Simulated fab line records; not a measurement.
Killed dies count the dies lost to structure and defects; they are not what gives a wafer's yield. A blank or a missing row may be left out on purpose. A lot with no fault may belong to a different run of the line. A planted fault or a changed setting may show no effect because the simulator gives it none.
What tool caused it?	flow nand_harc	12 lots with 36 wafers sampled at 5 steps, on a route of 1302 steps

WHAT THE GAUGES SHOWED, per wafer
NHARC_END_SORT_01.
lot	measured	on	killed_at_array	killed_at_other	killed_at_periphery	killed_dies	killed_open	killed_short
L133	day 32 21:18	prober-01	676 53 674	0 0 0	1 3 3	677 56 677	2 4 3	2 2 1

TOOL THAT RAN EACH LOT (tool first, then ch and the chambers of the sampled wafers, then the start)
lot	NHARC_A_CHANNEL_HOLE_D2_ETCH_26	NHARC_A_CHANNEL_FILL_D2_ETCHBACK_20	NHARC_A_CHANNEL_FILL_D2_STRIP_28	NHARC_A_CHANNEL_FILL_D2_RTA_24
L114	har_etch-01 ch 0,1, day 13 12:41	rie_diel-11 ch 0,1,3, day 14 16:26	rie_diel-11 ch 0,1,2, day 14 16:32	rtp_anneal-02 ch 0, day 15 15:34
L115	har_etch-02 ch 0,1, day 13 15:03	rie_diel-05 ch 0,1, day 14 16:27	rie_diel-05 ch 0,1,3, day 14 16:32	rtp_anneal-01 ch 0, day 15 15:33
L117	har_etch-01 ch 0,1, day 15 06:14	rie_diel-09 ch 0,1, day 16 08:36	rie_diel-09 ch 0,1, day 16 08:41	rtp_anneal-01 ch 0, day 17 09:14
L119	har_etch-02 ch 0, day 15 16:14	rie_diel-09 ch 0,1,3, day 16 16:01	rie_diel-09 ch 1,2,3, day 16 16:07	rtp_anneal-02 ch 0, day 17 16:14
L120	har_etch-01 ch 0,1, day 16 02:44	rie_diel-05 ch 1,3, day 17 04:27	rie_diel-05 ch 0,1,2, day 17 04:32	rtp_anneal-01 ch 0, day 18 05:53
L121	har_etch-02 ch 0,1, day 16 05:08	rie_diel-11 ch 0,1,3, day 17 04:26	rie_diel-11 ch 1,3, day 17 04:31	rtp_anneal-02 ch 0, day 18 05:50
L122	har_etch-02 ch 0,1, day 16 13:06	rie_diel-09 ch 0,1,2, day 17 16:05	rie_diel-09 ch 0,2,3, day 17 16:11	rtp_anneal-01 ch 0, day 18 19:46
L124	har_etch-01 ch 0,1, day 17 17:42	rie_diel-11 ch 1,2,3, day 18 20:15	rie_diel-11 ch 0,1, day 18 20:19	rtp_anneal-02 ch 0, day 19 20:00
L128	har_etch-01 ch 0, day 19 13:53	rie_diel-11 ch 1,3, day 20 16:22	rie_diel-11 ch 1,2,3, day 20 16:26	rtp_anneal-01 ch 0, day 21 16:01
L133	har_etch-01 ch 0,1, day 21 09:19	rie_diel-11 ch 0,2, day 22 11:38	rie_diel-11 ch 1,2,3, day 22 11:43	rtp_anneal-01 ch 0, day 23 11:14
L135	har_etch-02 ch 0,1, day 22 07:58	rie_diel-09 ch 1,2, day 23 07:27	rie_diel-09 ch 0,3, day 23 07:32	rtp_anneal-01 ch 0, day 24 07:08
L136	har_etch-01 ch 1, day 22 08:12	rie_diel-05 ch 0,2,3, day 23 07:28	rie_diel-05 ch 0,2, day 23 07:32	rtp_anneal-02 ch 0, day 24 07:04
- NHARC_A_CHANNEL_HOLE_D2_ETCH_26: etches the open film in C4F8/O2/Ar, time 224.1 s, target depth 300 nm.
- NHARC_A_CHANNEL_FILL_D2_ETCHBACK_20: etches the open film in C4F8/O2/Ar, target depth 27 nm, time 13.5 s.
- NHARC_A_CHANNEL_FILL_D2_STRIP_28: strips in O2, time 20 s.
- NHARC_A_CHANNEL_FILL_D2_RTA_24: time 5 s.

AS READ BY THE TOOLS THEMSELVES (means over the sampled wafers that have a number; for cases with no such wafer, the mark the record gives instead)
NHARC_A_CHANNEL_HOLE_D2_ETCH_26.
lot	tool	drypump_motor_current_A (A)	o2_flow_sccm (sccm)	showerhead_plenum_p_Torr (Torr)	throttle_valve_pct (%)
L114	har_etch-01	6.0	113.40	3.67	24.587
L115	har_etch-02	6.3	113.92	3.75	24.577
L117	har_etch-01	6.0	113.34	3.66	24.590
L119	har_etch-02	6.6	113.51	3.76	24.580
L120	har_etch-01	6.0	113.58	3.65	24.581
L121	har_etch-02	6.1	113.87	3.70	24.588
L122	har_etch-02	6.4	113.92	3.72	24.593
L124	har_etch-01	5.9	113.41	3.67	24.591
L128	har_etch-01	5.8	113.52	3.69	24.587
L133	har_etch-01	6.0	113.80	3.60	24.580
L135	har_etch-02	6.1	113.39	3.66	24.587
L136	har_etch-01	6.1	113.49	3.56	24.585

NHARC_A_CHANNEL_FILL_D2_ETCHBACK_20.
lot	tool	oes_product_au (a.u.)	rf_vpp_V (V)
L114	rie_diel-11	1.007	978
L115	rie_diel-05	0.998	975
L117	rie_diel-09	1.008	977
L119	rie_diel-09	1.002	977
L120	rie_diel-05	0.980	983
L121	rie_diel-11	0.954	978
L122	rie_diel-09	0.998	976
L124	rie_diel-11	0.995	982
L128	rie_diel-11	0.995	980
L133	rie_diel-11	0.776	981
L135	rie_diel-09	0.974	974
L136	rie_diel-05	1.002	975

NHARC_A_CHANNEL_FILL_D2_STRIP_28.
lot	tool	drypump_motor_current_A (A)	o2_flow_sccm (sccm)	oes_product_au (a.u.)	rf_vpp_V (V)	showerhead_plenum_p_Torr (Torr)	throttle_valve_pct (%)
L114	rie_diel-11	5.6	499.9	1.006	58.0	3.64	17.039
L115	rie_diel-05	6.0	497.5	1.000	58.8	3.54	17.044
L117	rie_diel-09	6.0	499.5	1.012	57.6	3.51	17.019
L119	rie_diel-09	6.1	497.9	1.000	57.3	3.43	17.036
L120	rie_diel-05	6.0	500.7	0.995	58.2	3.48	17.040
L121	rie_diel-11	6.0	499.2	1.012	57.6	3.51	17.029
L122	rie_diel-09	5.9	499.5	0.997	58.0	3.48	17.033
L124	rie_diel-11	6.0	499.1	0.999	57.4	3.61	17.042
L128	rie_diel-11	5.7	500.5	1.004	57.8	3.62	17.041
L133	rie_diel-11	5.7	500.9	0.998	57.7	3.62	17.029
L135	rie_diel-09	5.9	497.9	0.997	57.7	3.53	17.033
L136	rie_diel-05	6.0	499.5	1.009	57.1	3.34	17.031

NHARC_A_CHANNEL_FILL_D2_RTA_24.
lot	tool	lamp_power_pct (%)	lamp_zone_4_pct (%)	wafer_temp_C_max
L114	rtp_anneal-02	37.6	37.6	1003.0
L115	rtp_anneal-01	35.0	35.0	1005.8
L117	rtp_anneal-01	34.9	35.0	1006.3
L119	rtp_anneal-02	37.6	37.6	1001.9
L120	rtp_anneal-01	34.9	35.0	1006.1
L121	rtp_anneal-02	37.6	37.6	1001.9
L122	rtp_anneal-01	34.9	34.9	1006.3
L124	rtp_anneal-02	37.6	37.5	1002.9
L128	rtp_anneal-01	34.9	35.0	1005.8
L133	rtp_anneal-01	34.9	35.0	1005.1
L135	rtp_anneal-01	34.9	35.0	1006.1
L136	rtp_anneal-02	37.6	37.6	1002.6

THE ANSWER, worked out from the rows above alone
Rule: the usual values come from the lots themselves. Put in order of their means at a reading, lots are off if they are a third of the lots or fewer, leave a main group of 4 or more, and stand apart from it by a gap of 3 or more times the standard deviation of the main group's means; of several such gaps the widest counts. A main group is skipped when, at the precision printed for the reading in the tables above, its means are all equal. A lot without any number at a reading at which 4 lots or more have one is off too. The other lots that the step has rows for count as sound. First the gauges in route order, then the tools' own readings, where a lot's mean is used as printed above. At the first step where some lot is off, the reading lying furthest off is the one used; lots without a number count as furthest.
Off: L133 (NHARC_A_CHANNEL_FILL_D2_ETCHBACK_20, oes_product_au). Main group: mean 0.992 a.u., sd 0.016.
A tool fits if, at that step or a process step before it, it ran every lot that is off, and no sound lot after the first of them. One fits: rie_diel-11 at NHARC_A_CHANNEL_FILL_D2_ETCHBACK_20. Its last sound lot is L128 (day 20 16:22), its first lot that is off L133 (day 22 11:38): a fault that began between those two fits.
On the lots that are off, the tool's own readings at NHARC_A_CHANNEL_FILL_D2_ETCHBACK_20 differ by more than 5 times the standard deviation of the sound lots' means, which bears it out; oes_product_au reads 0.776 a.u. there versus 0.992 a.u. on the sound lots.

WHAT THE SIMULATOR HAD INSERTED
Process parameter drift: rie_diel-11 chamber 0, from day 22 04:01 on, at NHARC_A_CHANNEL_FILL_D2_ETCHBACK_20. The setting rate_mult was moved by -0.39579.
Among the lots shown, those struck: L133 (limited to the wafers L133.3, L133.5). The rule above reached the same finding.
